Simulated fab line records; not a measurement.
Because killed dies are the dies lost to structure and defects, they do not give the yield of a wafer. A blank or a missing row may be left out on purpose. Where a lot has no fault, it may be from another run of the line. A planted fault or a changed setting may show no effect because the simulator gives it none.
Which of the tools did it? -- flow n5Finfet -- 72 wafers from 24 lots sampled at 6 of the route's 1938 steps

WHAT THE GAUGES READ, wafer by wafer
N5_BEOL_M5_INSPECT_13: inspects for defects (brightfield).
lot,measured,on,rawDefectCount
L074,day 7 22:45,defectInspect-02,464 442 381
L075,day 8 05:14,defectInspect-01,507 447 316
L076,day 8 05:35,defectInspect-01,347 298 313
L078,day 8 23:19,defectInspect-02,409 373 423
L077,day 8 23:28,defectInspect-01,356 350 733
L079,day 9 07:18,defectInspect-01,299 459 383
L080,day 9 10:00,defectInspect-02,439 431 445
L081,day 10 00:07,defectInspect-02,500 487 541
L082,day 10 15:06,defectInspect-02,252 345 223
L083,day 10 18:36,defectInspect-02,367 377 305
L084,day 10 21:46,defectInspect-02,477 349 369
L087,day 11 19:34,defectInspect-02,622 634 466
L085,day 11 22:18,defectInspect-01,291 296 307
L086,day 11 22:28,defectInspect-01,251 296 247
L088,day 12 03:07,defectInspect-01,329 419 381
L090,day 12 03:13,defectInspect-01,356 453 445
L089,day 12 09:20,defectInspect-02,247 301 323
L092,day 13 00:11,defectInspect-02,389 355 351
L091,day 13 02:46,defectInspect-01,439 536 614
L093,day 13 06:16,defectInspect-02,349 290 254
L094,day 13 09:58,defectInspect-02,507 533 477
L095,day 13 12:13,defectInspect-02,422 353 406
L096,day 14 10:28,defectInspect-02,445 488 508
L097,day 14 13:56,defectInspect-02,481 370 376

N5_BEOL_M5_RS_MEAS_57: a four-point-probe measurement.
lot,measured,on,M5_RS (ohm/sq)
L074,day 8 07:52,filmMetro-01,0.378 0.385 0.391
L075,day 8 16:34,filmMetro-02,0.378 0.385 0.387
L076,day 8 18:57,filmMetro-02,0.377 0.374 0.369
L078,day 9 18:35,filmMetro-02,0.379 0.392 0.385
L077,day 9 08:16,filmMetro-01,0.362 0.379 0.391
L079,day 9 16:07,filmMetro-01,0.368 0.406 0.386
L080,day 9 21:46,filmMetro-01,0.408 0.401 0.405
L081,day 10 09:16,filmMetro-02,0.392 0.404 0.398
L082,day 11 01:04,filmMetro-01,0.401 0.391 0.406
L083,day 11 08:33,filmMetro-01,0.405 0.386 0.393
L084,day 11 12:55,filmMetro-01,0.419 0.414 0.409
L087,day 12 03:37,filmMetro-02,0.402 0.386 0.398
L085,day 12 09:19,filmMetro-02,0.399 0.395 0.402
L086,day 12 11:17,filmMetro-02,0.392 0.394 0.389
L088,day 12 15:43,filmMetro-01,0.392 0.373 0.395
L090,day 12 18:18,filmMetro-02,0.383 0.392 0.384
L089,day 12 21:18,filmMetro-02,0.379 0.383 0.375
L092,day 13 10:16,filmMetro-01,0.379 0.363 0.368
L091,day 13 12:38,filmMetro-01,0.392 0.389 0.383
L093,day 13 18:09,filmMetro-01,0.403 0.392 0.408
L094,day 13 19:07,filmMetro-01,0.404 0.392 0.398
L095,day 14 00:59,filmMetro-02,0.396 0.376 0.391
L096,day 14 20:17,filmMetro-01,0.382 0.382 0.387
L097,day 15 05:15,filmMetro-01,0.410 0.410 0.399

WHAT TOOL EACH LOT RAN ON (gives the tool, then ch and the chambers of the sampled wafers, and finally the start)
lot,N5_BEOL_M5_SPUTTER_83,N5_BEOL_M5_ANNEAL_89,N5_BEOL_M5_PRE_CLEAN_77,N5_BEOL_M5_DEP_56
L074,"pvdSputter-01, day 8 04:36","pvdSputter-01, day 8 05:46","cvdCo-02 ch 1,2, day 8 07:37","pecvd-03 ch 0, day 8 07:47"
L075,"pvdSputter-03, day 8 13:15","pvdSputter-03, day 8 14:25","cvdCo-01 ch 0,2, day 8 16:17","pecvd-03 ch 0,2, day 8 16:31"
L076,"pvdSputter-01, day 8 15:40","pvdSputter-01, day 8 16:50","cvdCo-01 ch 0,2, day 8 18:40","pecvd-01 ch 1,2, day 8 18:53"
L078,"pvdSputter-01, day 9 04:27","pvdSputter-01, day 9 16:02","cvdCo-02 ch 0,2, day 9 18:20","pecvd-03 ch 0,1, day 9 18:30"
L077,"pvdSputter-02, day 9 04:58","pvdSputter-02, day 9 06:08","cvdCo-01 ch 0,2, day 9 07:59","pecvd-02 ch 0,1,2, day 9 08:11"
L079,"pvdSputter-02, day 9 12:52","pvdSputter-02, day 9 14:02","cvdCo-02 ch 0,1,2, day 9 15:54","pecvd-01 ch 0,1,2, day 9 16:03"
L080,"pvdSputter-02, day 9 18:32","pvdSputter-02, day 9 19:42","cvdCo-02 ch 1,2, day 9 21:32","pecvd-01 ch 0,1,2, day 9 21:42"
L081,"pvdSputter-01, day 10 05:44","pvdSputter-01, day 10 06:54","cvdCo-01 ch 0,1,2, day 10 09:03","pecvd-01 ch 1,2, day 10 09:12"
L082,"pvdSputter-03, day 10 21:50","pvdSputter-03, day 10 23:01","cvdCo-02 ch 0,1,2, day 11 00:50","pecvd-01 ch 0,1,2, day 11 01:00"
L083,"pvdSputter-01, day 11 05:19","pvdSputter-01, day 11 06:29","cvdCo-01 ch 0,2, day 11 08:20","pecvd-01 ch 1,2, day 11 08:29"
L084,"pvdSputter-03, day 11 07:35","pvdSputter-03, day 11 08:45","cvdCo-01 ch 0,1, day 11 12:42","pecvd-03 ch 1,2, day 11 12:51"
L087,"pvdSputter-03, day 12 00:23","pvdSputter-03, day 12 01:32","cvdCo-02 ch 0,1, day 12 03:23","pecvd-03 ch 0,2, day 12 03:32"
L085,"pvdSputter-03, day 12 06:05","pvdSputter-03, day 12 07:15","cvdCo-02 ch 1,2, day 12 09:05","pecvd-01 ch 1,2, day 12 09:15"
L086,"pvdSputter-01, day 12 08:01","pvdSputter-01, day 12 09:11","cvdCo-02 ch 0,1,2, day 12 11:01","pecvd-02 ch 0,2, day 12 11:11"
L088,"pvdSputter-02, day 12 12:29","pvdSputter-02, day 12 13:39","cvdCo-02 ch 1,2, day 12 15:29","pecvd-01 ch 1,2, day 12 15:39"
L090,"pvdSputter-01, day 12 14:34","pvdSputter-01, day 12 15:44","cvdCo-02 ch 1,2, day 12 18:05","pecvd-01 ch 0,1,2, day 12 18:14"
L089,"pvdSputter-03, day 12 18:02","pvdSputter-03, day 12 19:12","cvdCo-01 ch 0,2, day 12 21:03","pecvd-02 ch 0,1, day 12 21:14"
L092,"pvdSputter-01, day 13 07:02","pvdSputter-01, day 13 08:12","cvdCo-01 ch 0,1,2, day 13 10:02","pecvd-01 ch 0,1, day 13 10:13"
L091,"pvdSputter-03, day 13 09:23","pvdSputter-03, day 13 10:34","cvdCo-01 ch 0,1,2, day 13 12:25","pecvd-02 ch 0,2, day 13 12:35"
L093,"pvdSputter-03, day 13 14:55","pvdSputter-03, day 13 16:05","cvdCo-02 ch 0,1,2, day 13 17:56","pecvd-03 ch 0,1, day 13 18:05"
L094,"pvdSputter-01, day 13 15:53","pvdSputter-01, day 13 17:03","cvdCo-01 ch 1,2, day 13 18:54","pecvd-01 ch 1,2, day 13 19:04"
L095,"pvdSputter-02, day 13 21:46","pvdSputter-02, day 13 22:55","cvdCo-01 ch 0,1,2, day 14 00:46","pecvd-03 ch 1,2, day 14 00:55"
L096,"pvdSputter-01, day 14 17:04","pvdSputter-01, day 14 18:14","cvdCo-02 ch 0,1,2, day 14 20:04","pecvd-02 ch 0,2, day 14 20:13"
L097,"pvdSputter-02, day 15 01:47","pvdSputter-02, day 15 02:56","cvdCo-01 ch 0,1, day 15 05:02","pecvd-01 ch 0,1, day 15 05:11"
- N5_BEOL_M5_SPUTTER_83: material Cu, target thk 15 nm, time 27.62 s.
- N5_BEOL_M5_ANNEAL_89: time 1800 s.
- N5_BEOL_M5_PRE_CLEAN_77: time 15 s.
- N5_BEOL_M5_DEP_56: deposits SiCN from 3MS/NH3, target thk 8 nm, time 14 s.

AS READ BY THE TOOLS THEMSELVES (means over the sampled wafers that have a number; for cases with no such wafer, the mark the record gives instead)
N5_BEOL_M5_SPUTTER_83.
lot,tool,throttleValvePct (%)
L074,pvdSputter-01,29.4
L075,pvdSputter-03,30.5
L076,pvdSputter-01,29.3
L078,pvdSputter-01,29.4
L077,pvdSputter-02,28.2
L079,pvdSputter-02,29.2
L080,pvdSputter-02,29.0
L081,pvdSputter-01,29.9
L082,pvdSputter-03,30.4
L083,pvdSputter-01,29.6
L084,pvdSputter-03,29.6
L087,pvdSputter-03,29.5
L085,pvdSputter-03,31.2
L086,pvdSputter-01,29.4
L088,pvdSputter-02,29.0
L090,pvdSputter-01,30.0
L089,pvdSputter-03,29.6
L092,pvdSputter-01,29.4
L091,pvdSputter-03,29.6
L093,pvdSputter-03,30.3
L094,pvdSputter-01,30.0
L095,pvdSputter-02,29.5
L096,pvdSputter-01,29.8
L097,pvdSputter-02,28.5

N5_BEOL_M5_ANNEAL_89.
lot,tool,heaterPowerW (W)
L074,pvdSputter-01,807
L075,pvdSputter-03,872
L076,pvdSputter-01,790
L078,pvdSputter-01,807
L077,pvdSputter-02,859
L079,pvdSputter-02,869
L080,pvdSputter-02,861
L081,pvdSputter-01,881
L082,pvdSputter-03,887
L083,pvdSputter-01,797
L084,pvdSputter-03,846
L087,pvdSputter-03,850
L085,pvdSputter-03,971
L086,pvdSputter-01,789
L088,pvdSputter-02,794
L090,pvdSputter-01,837
L089,pvdSputter-03,855
L092,pvdSputter-01,803
L091,pvdSputter-03,845
L093,pvdSputter-03,940
L094,pvdSputter-01,835
L095,pvdSputter-02,824
L096,pvdSputter-01,828
L097,pvdSputter-02,874

N5_BEOL_M5_PRE_CLEAN_77.
lot,tool,heaterPowerW (W)
L074,cvdCo-02,87
L075,cvdCo-01,78
L076,cvdCo-01,81
L078,cvdCo-02,79
L077,cvdCo-01,81
L079,cvdCo-02,81
L080,cvdCo-02,86
L081,cvdCo-01,81
L082,cvdCo-02,82
L083,cvdCo-01,79
L084,cvdCo-01,78
L087,cvdCo-02,78
L085,cvdCo-02,86
L086,cvdCo-02,83
L088,cvdCo-02,86
L090,cvdCo-02,86
L089,cvdCo-01,84
L092,cvdCo-01,82
L091,cvdCo-01,82
L093,cvdCo-02,82
L094,cvdCo-01,83
L095,cvdCo-01,82
L096,cvdCo-02,82
L097,cvdCo-01,80

N5_BEOL_M5_DEP_56.
lot,tool,showerheadPlenumPTorr (Torr),throttleValvePct (%)
L074,pecvd-03,3.619,8.8
L075,pecvd-03,3.668,8.5
L076,pecvd-01,3.646,9.2
L078,pecvd-03,3.635,9.0
L077,pecvd-02,3.660,8.9
L079,pecvd-01,3.640,9.9
L080,pecvd-01,3.641,9.8
L081,pecvd-01,3.643,9.0
L082,pecvd-01,3.641,9.7
L083,pecvd-01,3.651,9.2
L084,pecvd-03,3.677,9.0
L087,pecvd-03,3.641,8.8
L085,pecvd-01,3.642,9.3
L086,pecvd-02,3.663,9.1
L088,pecvd-01,3.655,9.7
L090,pecvd-01,3.644,9.7
L089,pecvd-02,3.657,8.5
L092,pecvd-01,3.656,9.9
L091,pecvd-02,3.668,9.0
L093,pecvd-03,3.651,9.1
L094,pecvd-01,3.640,9.1
L095,pecvd-03,3.675,9.0
L096,pecvd-02,3.669,9.1
L097,pecvd-01,3.648,10.0

THE ANSWER, worked out from the rows above alone
Rule: the usual values come from the lots themselves. The widest of any qualifying gaps counts: lots, ordered by their means at a reading, are off when they make up no more than a third of the lots, leave a main group of 4 or more, and stand apart from it by 3 or more times the standard deviation of that group's means. A main group whose means are all the same, to the digits that the tables above print for the reading, isn't used. Also off: a lot with no number at a reading for which 4 or more lots have one. The other lots that the step has rows for count as sound. Order of review: gauges by route order, followed by the tools' own readings, for which a lot's mean as printed above is used. The first step at which some lot is off is used, and at that step the reading that is off furthest; a lot without a number counts as furthest.
None of the lots is off at any reading shown; this tells nothing.

WHAT HAD BEEN PUT IN BY THE SIMULATOR
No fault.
